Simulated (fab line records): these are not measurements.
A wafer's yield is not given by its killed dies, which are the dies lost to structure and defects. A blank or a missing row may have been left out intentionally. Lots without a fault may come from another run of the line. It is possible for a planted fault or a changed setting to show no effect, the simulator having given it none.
fab line records	flow n5_finfet
record lots=10	wafers=30	last_day=18
route steps=1938 shown BEOL_M4@1094 BEOL_M5@1115 PASSIVATION@1936
lots that met no fault: taken from a fault-free run of the same line
start_h: hours from the record's first day to the start of the lot's first wafer shown	wait_h: time in hours since the lot's previous step	" repeats the value in the row above	L1.1+2: several wafers, shown together as one row	- no value, or no start given	* or withheld: withheld	< > ~ a bound
route shown NAME@n: NAME is a module with steps in the file, n the number in the route of the first one	usual: mean/standard deviation of fault-free wafers	same: alike in all rows	chamber/n: place in a boat	sites: each site's reading	_std_site: their standard deviation	_edge_site: the outer-site mean with the inner-site mean subtracted	radius_mm: for every site, how far away it sits from the centre of the wafer	mask NAME#n: copy n	behind: the last tool/chamber to shape the wafer	hold: the reason the lot was held/the length of the hold in hours/how it ended	device: transistor that didn't switch, given as n, p or np	end of line: the route-end tests of the same wafers	for a step that has no rows: nothing shown but its recipe	killed: dies lost to structure and defects at the first sort, not the wafer's yield	map: per-die view of a wafer (x killed, . not killed, _ where there is no die)
set.NAME: the run value of the setting; set.NAME@STEP: its run value at that earlier step	model.NAME: the simulator's own value behind a step, which no gauge read
steps of the route over a sample of lots; a table a step, a row a wafer
services: a tool's chamber out of use, with start hour (start_h, from the record's first day; less than 0 if before it), hours out, and reason
## steps
# step N5_BEOL_M4_SPUTTER_90
# recipe material=Cu	target_thk_a=45	temp_c=-20	chamber_pressure_pa=0.07	power_w=withheld	time_s=8.29
# usual substrate_temp_c=-19.99/0.11	throttle_valve_pct=30.1/1.1
lot.wafer	tool	chamber	start_h	wait_h	substrate_temp_c	throttle_valve_pct
L257.2	pvd_sputter-01	-	176.14	0.1	-19.85	28.5
L257.3	"	-	"	"	-20.07	30.9
L257.4	"	-	"	"	-19.98	31.7
L258.1	pvd_sputter-02	-	182.09	0.1	-20.03	27.7
L258.2	"	-	"	"	-19.94	31.2
L258.4	"	-	"	"	-20.11	29.7
L259.1	pvd_sputter-03	-	191.58	0.1	-19.97	29.9
L259.4	"	-	"	"	-20.08	31.0
L259.6	"	-	"	"	-20.05	29.9
L260.1	pvd_sputter-02	-	193.60	0.1	-20.20	30.8
L260.3	"	-	"	"	-20.16	31.0
L260.6	"	-	"	"	-20.18	31.1
L263.3	pvd_sputter-03	-	215.20	0.1	-20.00	30.0
L263.4	"	-	"	"	-20.02	30.8
L263.5	"	-	"	"	-19.97	30.0
L264.2	pvd_sputter-01	-	217.76	0.1	-20.04	31.5
L264.5	"	-	"	"	-19.99	31.6
L264.6	"	-	"	"	-19.96	28.5
L267.1	pvd_sputter-03	-	233.64	0.1	-19.86	30.5
L267.3	"	-	"	"	-19.87	30.0
L267.5	"	-	"	"	-20.02	31.3
L276.2	pvd_sputter-01	-	292.71	0.1	-20.03	29.9
L276.3	"	-	"	"	-19.87	28.6
L276.4	"	-	"	"	-20.23	31.8
L277.2	pvd_sputter-02	-	309.00	0.1	-19.95	27.7
L277.4	"	-	"	"	-20.08	31.1
L277.6	"	-	"	"	-20.08	31.2
L278.3	pvd_sputter-03	-	311.93	0.1	-19.87	30.8
L278.5	"	-	"	"	-20.12	29.6
L278.6	"	-	"	"	-20.08	29.9
# step N5_BEOL_M4_ANNEAL_91
# recipe temp_c=400	time_s=240	ambient=vacuum
# usual heater_power_w=850/71
lot.wafer	tool	chamber	start_h	wait_h	heater_power_w
L257.2	pvd_sputter-01	-	176.22	0.0	814
L257.3	"	-	"	"	761
L257.4	"	-	"	"	811
L258.1	pvd_sputter-02	-	182.17	0.0	1023
L258.2	"	-	"	"	862
L258.4	"	-	"	"	805
L259.1	pvd_sputter-03	-	191.66	0.0	795
L259.4	"	-	"	"	881
L259.6	"	-	"	"	821
L260.1	pvd_sputter-02	-	193.68	0.0	868
L260.3	"	-	"	"	847
L260.6	"	-	"	"	904
L263.3	pvd_sputter-03	-	215.28	0.0	786
L263.4	"	-	"	"	815
L263.5	"	-	"	"	820
L264.2	pvd_sputter-01	-	217.84	0.0	862
L264.5	"	-	"	"	833
L264.6	"	-	"	"	786
L267.1	pvd_sputter-03	-	233.72	0.0	827
L267.3	"	-	"	"	808
L267.5	"	-	"	"	882
L276.2	pvd_sputter-01	-	292.79	0.0	808
L276.3	"	-	"	"	817
L276.4	"	-	"	"	850
L277.2	pvd_sputter-02	-	309.08	0.0	1017
L277.4	"	-	"	"	905
L277.6	"	-	"	"	844
L278.3	pvd_sputter-03	-	312.01	0.0	834
L278.5	"	-	"	"	773
L278.6	"	-	"	"	817
# step N5_BEOL_M4_THK_MEAS_53
# recipe thk_meas_gauge=xrf	reads=Cu_of_BEOL_M4_ECD_50
# usual M4_THK=39.6/1.6
lot.wafer	tool	chamber	start_h	wait_h	M4_THK[nm]
L257.2	film_metro-02	-	177.60	-	40.6
L257.3	"	-	"	"	42.0
L257.4	"	-	"	"	42.8
L258.1	film_metro-02	-	183.56	-	40.6
L258.2	"	-	"	"	42.7
L258.4	"	-	"	"	43.0
L259.1	film_metro-01	-	193.03	-	41.8
L259.4	"	-	"	"	40.2
L259.6	"	-	"	"	40.5
L260.1	film_metro-02	-	195.04	-	36.8
L260.3	"	-	"	"	40.0
L260.6	"	-	"	"	38.7
L263.3	film_metro-02	-	216.75	-	39.0
L263.4	"	-	"	"	38.6
L263.5	"	-	"	"	42.5
L264.2	film_metro-01	-	219.47	-	36.7
L264.5	"	-	"	"	36.5
L264.6	"	-	"	"	40.8
L267.1	film_metro-02	-	235.09	-	34.8
L267.3	"	-	"	"	41.0
L267.5	"	-	"	"	39.5
L276.2	film_metro-01	-	294.35	-	38.0
L276.3	"	-	"	"	37.5
L276.4	"	-	"	"	37.3
L277.2	film_metro-01	-	310.44	-	37.8
L277.4	"	-	"	"	38.7
L277.6	"	-	"	"	38.4
L278.3	film_metro-02	-	313.44	-	40.0
L278.5	"	-	"	"	39.9
L278.6	"	-	"	"	38.5
# step N5_BEOL_M4_RC_MEAS_101
# usual DIBL_N=35.9/1.7	DIBL_P=36.0/2.2	IOFF_N=0.16/0.031	IOFF_P=0.21/0.039	ION_N=678/13	ION_P=464/8.8	SS_N=71.5/0.61	SS_P=73.2/0.68	VT_N=249/3.3	VT_P=-250/3.8
lot.wafer	tool	chamber	start_h	wait_h	DIBL_N[mV/V]	DIBL_P[mV/V]	IOFF_N[nA/um]	IOFF_P[nA/um]	ION_N[uA/um]	ION_P[uA/um]	SS_N[mV/dec]	SS_P[mV/dec]	VT_N[mV]	VT_P[mV]
L257.2	prober-01	0	178.07	0.2	37.3	35.9	0.17	0.20	686	466	71.5	74.4	247	-252
L257.3	"	0	"	"	33.9	31.8	0.12	0.15	675	462	70.2	72.8	250	-253
L257.4	"	0	"	"	34.0	30.5	0.12	0.14	663	451	71.4	72.5	251	-256
L258.1	prober-02	0	183.90	0.0	38.0	38.1	0.19	0.22	676	460	72.1	74.1	246	-252
L258.2	"	0	"	"	34.0	33.7	0.12	0.17	654	454	71.3	72.5	253	-254
L258.4	"	0	"	"	34.8	35.0	0.14	0.19	677	465	71.5	72.9	252	-251
L259.1	prober-01	0	193.34	0.0	31.6	31.5	0.09	0.13	641	450	70.2	72.0	258	-260
L259.4	"	0	"	"	33.5	34.6	0.11	0.15	664	455	70.5	72.4	256	-257
L259.6	"	0	"	"	37.1	38.8	0.17	0.21	676	457	71.3	73.5	250	-254
L260.1	prober-02	0	195.36	0.0	35.2	35.9	0.15	0.19	670	463	70.7	72.6	247	-254
L260.3	"	0	"	"	35.0	35.4	0.14	0.18	681	463	71.9	72.4	248	-254
L260.6	"	0	"	"	36.0	36.1	0.15	0.19	679	463	71.8	73.2	250	-250
L263.3	prober-01	0	217.54	0.3	38.3	38.9	0.19	0.23	684	459	71.8	74.7	250	-252
L263.4	"	0	"	"	39.5	39.3	0.22	0.24	681	459	72.5	74.4	247	-253
L263.5	"	0	"	"	38.3	38.3	0.18	0.22	672	453	71.8	73.9	249	-253
L264.2	prober-01	0	219.98	0.2	36.7	38.4	0.18	0.24	668	456	71.8	73.2	248	-246
L264.5	"	0	"	"	35.5	36.3	0.17	0.21	678	463	71.5	73.5	251	-247
L264.6	"	0	"	"	35.9	38.2	0.17	0.24	661	458	72.1	74.4	248	-247
L267.1	prober-02	0	235.40	0.0	36.7	37.8	0.17	0.21	673	458	71.7	73.6	248	-250
L267.3	"	0	"	"	39.1	40.6	0.20	0.27	675	466	71.5	74.3	245	-247
L267.5	"	0	"	"	36.3	37.5	0.16	0.22	666	463	71.2	73.8	247	-252
L276.2	prober-02	0	294.82	0.2	37.5	37.3	0.19	0.28	692	472	72.1	74.0	246	-244
L276.3	"	0	"	"	34.6	33.9	0.14	0.22	679	477	70.7	72.9	251	-246
L276.4	"	0	"	"	35.9	35.3	0.16	0.23	678	470	71.8	72.9	248	-247
L277.2	prober-02	0	310.91	0.2	32.6	34.7	0.13	0.21	678	471	71.6	72.8	253	-248
L277.4	"	0	"	"	34.8	36.8	0.17	0.23	685	472	72.3	73.4	249	-250
L277.6	"	0	"	"	34.6	36.9	0.16	0.25	674	466	72.4	74.2	251	-248
L278.3	prober-02	0	314.06	0.3	34.9	33.1	0.13	0.17	681	462	71.8	73.0	251	-252
L278.5	"	0	"	"	38.4	38.7	0.20	0.25	688	463	72.1	73.7	245	-249
L278.6	"	0	"	"	34.8	33.7	0.13	0.17	690	465	70.8	72.6	250	-254
# step N5_BEOL_M5_PECVD_70
# recipe material=SiO2	target_thk_a=160	temp_c=400	precursor=TEOS/O2	pressure_torr=5.5	rf_w=450	teos_flow_sccm=53.8	gas=O2	flow_sccm=3000	time_s=18
# usual chamber_pressure_Torr=5.499/0.012	heater_power_outer_w=449/63	heater_power_w=721/81	showerhead_plenum_p_Torr=8.79/0.084	throttle_valve_pct=22.4/1.2
lot.wafer	tool	chamber	start_h	wait_h	chamber_pressure_Torr	heater_power_outer_w	heater_power_w	showerhead_plenum_p_Torr	throttle_valve_pct
L257.2	pecvd-02	0	179.48	0.0	5.520	554	789	8.73	22.1
L257.3	"	1	"	"	5.504	389	584	8.71	21.7
L257.4	"	2	"	"	5.495	370	697	8.71	22.8
L258.1	pecvd-04	1	185.47	0.0	5.496	568	855	8.91	23.6
L258.2	"	2	"	"	5.498	440	733	8.79	21.9
L258.4	"	2	"	"	5.504	449	735	8.77	21.8
L259.1	pecvd-01	1	194.92	0.0	5.505	508	842	8.85	25.5
L259.4	"	2	"	"	5.501	497	795	8.94	20.9
L259.6	"	1	"	"	5.495	499	825	8.86	25.6
L260.1	pecvd-01	1	196.93	0.0	5.489	457	802	8.86	25.4
L260.3	"	0	"	"	5.477	411	699	8.78	22.0
L260.6	"	1	"	"	5.510	466	780	8.86	25.4
L263.3	pecvd-02	1	218.80	0.0	5.474	384	600	8.72	21.8
L263.4	"	0	"	"	5.498	531	745	8.71	22.2
L263.5	"	1	"	"	5.488	391	585	8.72	21.8
L264.2	pecvd-01	2	221.40	0.0	5.507	456	719	8.93	20.8
L264.5	"	0	"	"	5.514	374	653	8.80	22.3
L264.6	"	1	"	"	5.488	439	773	8.86	25.6
L267.1	pecvd-01	1	236.98	0.0	5.492	500	819	8.84	25.6
L267.3	"	0	"	"	5.487	405	690	8.77	22.2
L267.5	"	0	"	"	5.487	396	712	8.76	22.4
L276.2	pecvd-02	2	296.44	0.0	-	-	-	-	-
L276.3	"	0	"	"	-	-	-	-	-
L276.4	"	2	"	"	-	-	-	-	-
L277.2	pecvd-02	0	312.33	0.0	-	-	-	-	-
L277.4	"	0	"	"	-	-	-	-	-
L277.6	"	1	"	"	-	-	-	-	-
L278.3	pecvd-04	2	315.33	0.0	5.483	451	751	8.78	22.0
L278.5	"	1	"	"	5.483	505	785	8.91	24.0
L278.6	"	2	"	"	5.501	439	753	8.78	22.0
# step N5_PASSIVATION_PROBE_49
# usual defect_limited_yield=90.9/1.5	killed_at_M0_to_M3=36/10	killed_at_M4_up=13/5.5	killed_at_contacts=12/5.6	killed_at_front_end=42/12	killed_at_other=4/3.2	killed_dies=108/18	killed_on_rim=15/4.1	killed_open=71/13	killed_short=34/7.8	sort_bin_5_function=5.4/1	sort_bin_6_memory=3.4/0.68	sort_n_pass=1072/18	sort_yield_pct=90.9/1.5
# same gross_dies=1180	killed_at_back_side=0	sort_bin_4_leakage[%]=0	sort_bin_8_speed[%]=0
lot.wafer	tool	chamber	start_h	wait_h	defect_limited_yield[%]	killed_at_M0_to_M3	killed_at_M4_up	killed_at_contacts	killed_at_front_end	killed_at_other	killed_dies	killed_on_rim	killed_open	killed_short	sort_bin_5_function[%]	sort_bin_6_memory[%]	sort_n_pass	sort_yield_pct[%]
L257.2	prober-01	-	271.75	0.1	89.2	43	13	14	53	4	127	17	95	32	6.5	3.9	1053	89.2
L257.3	prober-01	-	271.80	0.1	90.1	44	12	14	47	0	117	13	77	40	5.3	4.2	1063	90.1
L257.4	prober-01	-	271.85	0.2	91.5	35	17	6	39	3	100	15	69	31	5.6	2.7	1080	91.5
L258.1	prober-02	-	283.34	0.0	89.9	35	15	12	49	8	119	19	80	38	5.6	4.2	1061	89.9
L258.2	prober-02	-	283.39	0.1	90.9	42	21	3	39	2	107	16	81	23	5.4	3.1	1073	90.9
L258.4	prober-02	-	283.49	0.2	90.2	33	25	11	43	4	116	17	81	30	5.8	3.5	1064	90.2
L259.1	prober-02	-	289.16	0.0	91.7	22	16	7	44	9	98	18	70	25	5.0	3.2	1082	91.7
L259.4	prober-02	-	289.31	0.2	90.6	18	17	3	69	4	111	23	69	34	5.2	3.1	1069	90.6
L259.6	prober-02	-	289.41	0.3	93.1	14	14	2	49	3	82	19	49	23	4.1	2.0	1098	93.1
L260.1	prober-01	-	289.78	0.0	91.9	30	16	18	28	3	95	12	69	25	4.7	3.2	1085	91.9
L260.3	prober-01	-	289.88	0.1	89.5	56	1	5	58	4	124	20	77	39	6.4	3.0	1056	89.5
L260.6	prober-01	-	290.03	0.3	91.3	44	6	4	42	7	103	18	70	26	5.3	2.5	1077	91.3
L263.3	prober-01	-	320.25	0.1	93.1	22	17	5	35	2	81	10	52	28	3.9	2.7	1099	93.1
L263.4	prober-01	-	320.30	0.2	95.3	27	5	2	19	2	55	7	30	23	2.7	1.7	1125	95.3
L263.5	prober-01	-	320.35	0.2	91.9	25	8	10	53	0	96	8	53	38	5.0	2.6	1084	91.9
L267.1	prober-02	-	336.83	0.0	90.1	48	22	5	36	6	117	13	70	45	6.2	3.3	1063	90.1
L267.3	prober-02	-	336.93	0.1	90.9	43	11	3	46	4	107	15	58	49	5.7	3.0	1073	90.9
L267.5	prober-02	-	337.03	0.2	92.4	25	9	14	40	2	90	14	62	27	4.2	3.3	1090	92.4
L264.2	prober-01	-	339.71	0.1	90.8	46	14	21	24	3	108	17	74	32	5.8	3.1	1072	90.8
L264.5	prober-01	-	339.86	0.2	88.9	35	10	30	54	2	131	20	89	40	6.4	4.3	1049	88.9
L264.6	prober-01	-	339.91	0.3	89.7	58	17	15	30	1	121	16	84	36	5.7	4.1	1059	89.7
L276.2	prober-01	-	410.77	0.1	62.5	33	350	16	43	1	443	21	72	32	32.9	3.9	737	62.5
L276.3	prober-01	-	410.82	0.1	60.5	52	332	19	59	4	466	24	106	47	34.8	4.4	714	60.5
L276.4	prober-01	-	410.87	0.2	64.1	30	331	26	37	0	424	23	74	30	31.9	4.0	756	64.1
L278.3	prober-01	-	440.56	0.1	89.2	33	17	14	55	8	127	14	84	41	5.8	4.7	1053	89.2
L278.5	prober-01	-	440.66	0.2	91.3	34	7	18	35	9	103	14	61	42	5.0	3.3	1077	91.3
L278.6	prober-01	-	440.71	0.3	92.0	15	14	17	45	3	94	14	61	32	4.8	2.6	1086	92.0
L277.2	prober-01	-	440.81	0.4	60.4	72	324	19	51	1	467	21	106	50	34.5	4.6	713	60.4
L277.4	prober-01	-	440.91	0.5	62.0	60	327	12	46	3	448	21	98	43	33.5	4.2	732	62.0
L277.6	prober-01	-	441.01	0.6	63.2	49	319	16	45	5	434	107	86	41	31.9	4.2	746	63.2
# killed by level:class
L257.2 STI_FIN_REVEAL:geometric_particle:open=30 MOL_CONTACT_COAG:geometric_particle:open=11 BEOL_M2:geometric_particle:open=10 GATE_CUT:geometric_particle:short=8 BEOL_M3:geometric_particle:open=8 BEOL_M4:geometric_particle:open=8 BEOL_M0_SAQP:geometric_particle:open=7 BEOL_M0_SAQP:geometric_particle:short=6
L257.3 BEOL_M0_SAQP:geometric_particle:open=13 FIN_SAQP:geometric_particle:open=12 MOL_CONTACT_COAG:geometric_particle:open=11 BEOL_M0_SAQP:geometric_particle:short=11 STI_FIN_REVEAL:geometric_particle:open=9 BEOL_M4:geometric_particle:open=9 BEOL_M3:geometric_particle:short=7 BEOL_M3:geometric_particle:open=6
L257.4 STI_FIN_REVEAL:geometric_particle:open=15 BEOL_M0_SAQP:geometric_particle:open=10 BEOL_M4:geometric_particle:open=9 BEOL_M3:geometric_particle:short=6 MOL_CONTACT_COAG:geometric_particle:open=6 DUMMY_GATE:geometric_particle:open=4 BEOL_M1:geometric_particle:short=4 BEOL_M2:geometric_particle:open=4
L258.1 MOL_CONTACT_COAG:geometric_particle:open=12 FIN_SAQP:geometric_particle:open=10 STI_FIN_REVEAL:geometric_particle:open=9 BEOL_M0_SAQP:geometric_particle:short=6 BEOL_M2:geometric_particle:open=6 BEOL_M3:geometric_particle:open=6 FIN_SAQP:geometric_particle:short=5 BEOL_M7:geometric_particle:open=5
L258.2 BEOL_M1:geometric_particle:open=16 STI_FIN_REVEAL:geometric_particle:open=15 BEOL_M4:geometric_particle:open=11 FIN_SAQP:geometric_particle:open=8 BEOL_M0_SAQP:geometric_particle:open=7 BEOL_M2:geometric_particle:open=7 FIN_SAQP:geometric_particle:short=4 BEOL_M0_SAQP:geometric_particle:short=4
L258.4 BEOL_M2:geometric_particle:open=13 FIN_SAQP:geometric_particle:open=10 BEOL_M4:geometric_particle:open=10 STI_FIN_REVEAL:geometric_particle:open=8 MOL_CONTACT_COAG:geometric_particle:open=8 BEOL_M0_SAQP:geometric_particle:short=8 FIN_SAQP:geometric_particle:short=5 BEOL_M1:geometric_particle:open=5
L259.1 FIN_SAQP:geometric_particle:open=17 FIN_SAQP:geometric_particle:short=10 DUMMY_GATE:geometric_particle:open=6 MOL_CONTACT_COAG:geometric_particle:open=6 BEOL_M1:geometric_particle:open=6 BEOL_M2:geometric_particle:open=5 BEOL_M5:geometric_particle:open=5 BEOL_M4:geometric_particle:open=4
L259.4 FIN_SAQP:geometric_particle:open=21 HKMG_FIN:area_etch=8 BEOL_M4:geometric_particle:open=7 FIN_SAQP:geometric_particle:short=7 STI_FIN_REVEAL:geometric_particle:open=7 BEOL_M0_SAQP:geometric_particle:open=6 BEOL_M0_SAQP:geometric_particle:short=5 STARTING-WAFER:geometric_particle:open=5
L259.6 HKMG_FIN:area_etch=8 STI_FIN_REVEAL:geometric_particle:open=6 FIN_SAQP:geometric_particle:short=5 FIN_SAQP:geometric_particle:open=4 SPACER0:geometric_particle:short=4 BEOL_M1:geometric_particle:open=4 STI_FIN_REVEAL:geometric_particle:short=3 DUMMY_GATE:geometric_particle:open=3
L260.1 MOL_CONTACT_COAG:geometric_particle:open=17 BEOL_M2:geometric_particle:open=7 FIN_SAQP:geometric_particle:open=6 BEOL_M0_SAQP:geometric_particle:short=6 BEOL_M0_SAQP:geometric_particle:open=6 BEOL_M1:geometric_particle:open=6 DUMMY_GATE:geometric_particle:open=4 STARTING-WAFER:geometric_particle:open=4
L260.3 FIN_SAQP:geometric_particle:open=19 BEOL_M2:geometric_particle:open=18 FIN_SAQP:geometric_particle:short=9 BEOL_M0_SAQP:geometric_particle:short=9 BEOL_M0_SAQP:geometric_particle:open=8 BEOL_M1:geometric_particle:open=8 HKMG_FIN:area_etch=8 STI_FIN_REVEAL:geometric_particle:open=4
L260.6 BEOL_M2:geometric_particle:open=13 FIN_SAQP:geometric_particle:open=9 STI_FIN_REVEAL:geometric_particle:open=9 BEOL_M0:geometric_particle:open=9 HKMG_FIN:area_etch=7 BEOL_M0_SAQP:geometric_particle:open=6 BEOL_M0_SAQP:geometric_particle:short=5 BEOL_M5:geometric_particle:open=4
L263.3 FIN_SAQP:geometric_particle:open=10 BEOL_M0_SAQP:geometric_particle:short=8 BEOL_M4:geometric_particle:open=6 FIN_SAQP:geometric_particle:short=4 DUMMY_GATE:geometric_particle:open=4 BEOL_M5:geometric_particle:open=4 ILD0:geometric_particle:short=3 MOL_CONTACT_COAG:geometric_particle:open=3
L263.4 BEOL_M0_SAQP:geometric_particle:short=8 BEOL_M0_SAQP:geometric_particle:open=5 DUMMY_GATE:geometric_particle:open=4 FIN_SAQP:geometric_particle:open=3 BEOL_M1:geometric_particle:open=3 BEOL_M3:geometric_particle:open=3 FIN_CUT:geometric_particle:short=2 MOL_CONTACT_COAG:geometric_particle:open=2
L263.5 FIN_SAQP:geometric_particle:open=17 FIN_SAQP:geometric_particle:short=12 BEOL_M2:geometric_particle:open=9 MOL_CONTACT_COAG:geometric_particle:open=5 MOL_CONTACT_COAG:geometric_particle:short=5 GATE_CUT:geometric_particle:short=4 BEOL_M0_SAQP:geometric_particle:short=4 BEOL_M3:geometric_particle:open=4
L267.1 FIN_SAQP:geometric_particle:open=10 BEOL_M0_SAQP:geometric_particle:short=10 BEOL_M2:geometric_particle:open=10 FIN_SAQP:geometric_particle:short=7 BEOL_M0:geometric_particle:short=7 BEOL_M3:geometric_particle:open=7 BEOL_M4:geometric_particle:open=7 DUMMY_GATE:geometric_particle:open=5
L267.3 STI_FIN_REVEAL:geometric_particle:open=16 BEOL_M0_SAQP:geometric_particle:short=11 STARTING-WAFER:geometric_particle:short=9 FIN_SAQP:geometric_particle:short=8 BEOL_M2:geometric_particle:open=8 BEOL_M0_SAQP:geometric_particle:open=8 BEOL_M0:geometric_particle:short=4 DUMMY_GATE:geometric_particle:open=3
L267.5 MOL_CONTACT_COAG:geometric_particle:open=13 BEOL_M2:geometric_particle:open=8 STI_FIN_REVEAL:geometric_particle:open=8 GATE_CUT:geometric_particle:short=8 FIN_SAQP:geometric_particle:open=7 BEOL_M0_SAQP:geometric_particle:short=7 DUMMY_GATE:geometric_particle:open=6 FIN_SAQP:geometric_particle:short=5
L264.2 MOL_CONTACT_COAG:geometric_particle:open=17 BEOL_M3:geometric_particle:open=12 BEOL_M2:geometric_particle:open=10 BEOL_M1:geometric_particle:open=7 STI_FIN_REVEAL:geometric_particle:open=6 BEOL_M3:geometric_particle:short=5 STARTING-WAFER:geometric_particle:short=4 MOL_CONTACT_COAG:geometric_particle:short=4
L264.5 MOL_CONTACT_COAG:geometric_particle:open=26 STI_FIN_REVEAL:geometric_particle:open=17 FIN_SAQP:geometric_particle:short=11 BEOL_M2:geometric_particle:open=8 BEOL_M3:geometric_particle:open=8 FIN_SAQP:geometric_particle:open=7 STI_FIN_REVEAL:geometric_particle:short=4 MOL_CONTACT_COAG:geometric_particle:short=4
L264.6 BEOL_M3:geometric_particle:open=16 MOL_CONTACT_COAG:geometric_particle:open=14 BEOL_M1:geometric_particle:open=12 BEOL_M0_SAQP:geometric_particle:short=9 BEOL_M0_SAQP:geometric_particle:open=8 BEOL_M2:geometric_particle:open=7 BEOL_M4:geometric_particle:open=7 FIN_SAQP:geometric_particle:short=6
L276.2 BEOL_M5:area_pecvd=333 MOL_CONTACT_COAG:geometric_particle:open=13 BEOL_M3:geometric_particle:open=10 FIN_SAQP:geometric_particle:open=9 STI_FIN_REVEAL:geometric_particle:open=8 BEOL_M5:geometric_particle:open=8 FIN_SAQP:geometric_particle:short=7 BEOL_M0_SAQP:geometric_particle:short=7
L276.3 BEOL_M5:area_pecvd=312 BEOL_M2:geometric_particle:open=19 FIN_SAQP:geometric_particle:open=18 FIN_SAQP:geometric_particle:short=16 MOL_CONTACT_COAG:geometric_particle:open=13 BEOL_M4:geometric_particle:open=9 BEOL_M0_SAQP:geometric_particle:open=9 DUMMY_GATE:geometric_particle:open=7
L276.4 BEOL_M5:area_pecvd=319 MOL_CONTACT_COAG:geometric_particle:open=21 FIN_SAQP:geometric_particle:open=10 BEOL_M2:geometric_particle:open=10 FIN_SAQP:geometric_particle:short=9 MOL_CONTACT_COAG:geometric_particle:short=5 BEOL_M4:geometric_particle:open=5 STI_FIN_REVEAL:geometric_particle:open=4
L278.3 FIN_SAQP:geometric_particle:open=13 FIN_SAQP:geometric_particle:short=10 BEOL_M3:geometric_particle:open=10 BEOL_M0_SAQP:geometric_particle:open=10 STI_FIN_REVEAL:geometric_particle:open=9 MOL_CONTACT_COAG:geometric_particle:open=9 BEOL_M4:geometric_particle:open=7 MOL_CONTACT_COAG:geometric_particle:short=5
L278.5 MOL_CONTACT_COAG:geometric_particle:open=13 BEOL_M0_SAQP:geometric_particle:short=13 BEOL_M0_SAQP:geometric_particle:open=8 FIN_SAQP:geometric_particle:short=7 STI_FIN_REVEAL:geometric_particle:open=7 FIN_SAQP:geometric_particle:open=6 BEOL_M4:geometric_particle:open=5 MOL_CONTACT_COAG:geometric_particle:short=5
L278.6 STI_FIN_REVEAL:geometric_particle:open=14 MOL_CONTACT_COAG:geometric_particle:open=14 BEOL_M4:geometric_particle:open=6 FIN_SAQP:geometric_particle:short=5 FIN_SAQP:geometric_particle:open=5 BEOL_M1:geometric_particle:short=5 DUMMY_GATE:geometric_particle:open=4 ILD0:geometric_particle:open=4
L277.2 BEOL_M5:area_pecvd=311 BEOL_M0_SAQP:geometric_particle:open=19 FIN_SAQP:geometric_particle:short=16 STI_FIN_REVEAL:geometric_particle:open=16 BEOL_M3:geometric_particle:open=16 MOL_CONTACT_COAG:geometric_particle:open=15 BEOL_M1:geometric_particle:open=12 BEOL_M0_SAQP:geometric_particle:short=11
L277.4 BEOL_M5:area_pecvd=306 BEOL_M0_SAQP:geometric_particle:open=23 STI_FIN_REVEAL:geometric_particle:open=14 BEOL_M0_SAQP:geometric_particle:short=13 BEOL_M1:geometric_particle:open=11 MOL_CONTACT_COAG:geometric_particle:open=8 DUMMY_GATE:geometric_particle:open=7 STI_FIN_REVEAL:geometric_particle:short=6
L277.6 BEOL_M5:area_pecvd=307 STI_FIN_REVEAL:geometric_particle:open=16 BEOL_M0_SAQP:geometric_particle:open=14 BEOL_M0_SAQP:geometric_particle:short=14 MOL_CONTACT_COAG:geometric_particle:open=13 BEOL_M3:geometric_particle:open=9 BEOL_M4:geometric_particle:open=8 FIN_SAQP:geometric_particle:open=6
## services
tool	chamber	start_h	hours	kind
pecvd-04	2	157.25	1.7	repair
pecvd-04	2	170.42	5.5	scheduled_down
pecvd-02	-	184.99	27.0	repair
pecvd-02	2	231.85	5.5	scheduled_down
pvd_sputter-02	-	279.52	3.8	repair
pecvd-01	-	289.64	1.0	repair
pecvd-04	1	298.99	6.2	repair
pecvd-04	2	303.65	2.1	scheduled_down
## key
first_sign step=N5_BEOL_M5_PECVD_70	reading=tool_record	direction=missing
effect step=N5_PASSIVATION_PROBE_49	reading=killed_at_M4_up	direction=up	sigmas=58	usual=13	struck=330
more_kills_born_at N5_BEOL_M5_PECVD_70@pecvd-02=1888
met_at N5_BEOL_M5_PECVD_70
struck_lots L276,L277
not_acting_at N5_BEOL_M4_SPUTTER_90,N5_BEOL_M4_ANNEAL_91,N5_BEOL_M4_THK_MEAS_53
onset_between 218.80 296.44
fault kind=skipped_step_whole	tool=pecvd-02	chamber=-	onset_h=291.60	steps=N5_BEOL_M5_PECVD_70	scope=struck_lots_only
